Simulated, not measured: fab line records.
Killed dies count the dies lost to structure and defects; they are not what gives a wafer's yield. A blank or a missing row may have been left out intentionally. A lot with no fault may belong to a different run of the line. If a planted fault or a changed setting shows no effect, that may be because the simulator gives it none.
Chamber matching	flow n5-finfet	rie-diel-01 running N5_BEOL_M4_STRIP_36: 4 sister chambers
The step strips in N2/H2. 8 wafers are shown with their chamber, then 11 later ones without.

WAFERS, EACH WITH ITS CHAMBER
wafer	chamber	showerhead-plenum-p-Torr (Torr)	throttle-valve-pct (%)
L897.6	3	2.69	23.6
L899.1	1	2.49	24.0
L900.1	2	2.47	23.0
L900.3	3	2.68	23.6
L902.1	2	2.47	23.0
L902.4	1	2.48	23.9
L902.6	0	2.48	23.6
L904.2	0	2.48	23.6

WAFERS WHOSE CHAMBER IS MISSING
wafer	showerhead-plenum-p-Torr (Torr)	throttle-valve-pct (%)
L904.4	2.46	23.0
L904.5	2.48	23.9
L906.2	2.48	23.6
L906.4	2.68	23.7
L906.5	2.46	23.0
L908.1	2.47	23.7
L908.2	2.67	23.7
L908.5	2.47	23.9
L917.1	2.66	23.7
L917.3	2.47	24.0
L917.6	2.45	23.0

EACH ONE'S CHAMBER
wafer	from the rows above	in truth
L904.4	2	2
L904.5	1	1
L906.2	0	0
L906.4	3	3
L906.5	2	2
L908.1	0	0
L908.2	3	3
L908.5	1	1
L917.1	3	3
L917.3	1	1
L917.6	2	2
Correctly placed: 11 of 11. Can't be placed from these rows: 0. Placed wrongly: 0.
How it was worked out, from the rows above alone: a wafer's distance from a chamber is the root of the sum, over the readings, of the square of ((its reading less the chamber's mean) divided by the reading's scatter). The wafer belongs to the nearest chamber; if the next one is less than 2 further off, it can't be placed. The mean given for a chamber averages the wafers shown for that chamber. How the scatter is found: for the shown wafers, subtract from each reading the mean of its chamber, square and add these, divide the total by (wafers less chambers), then take the root.
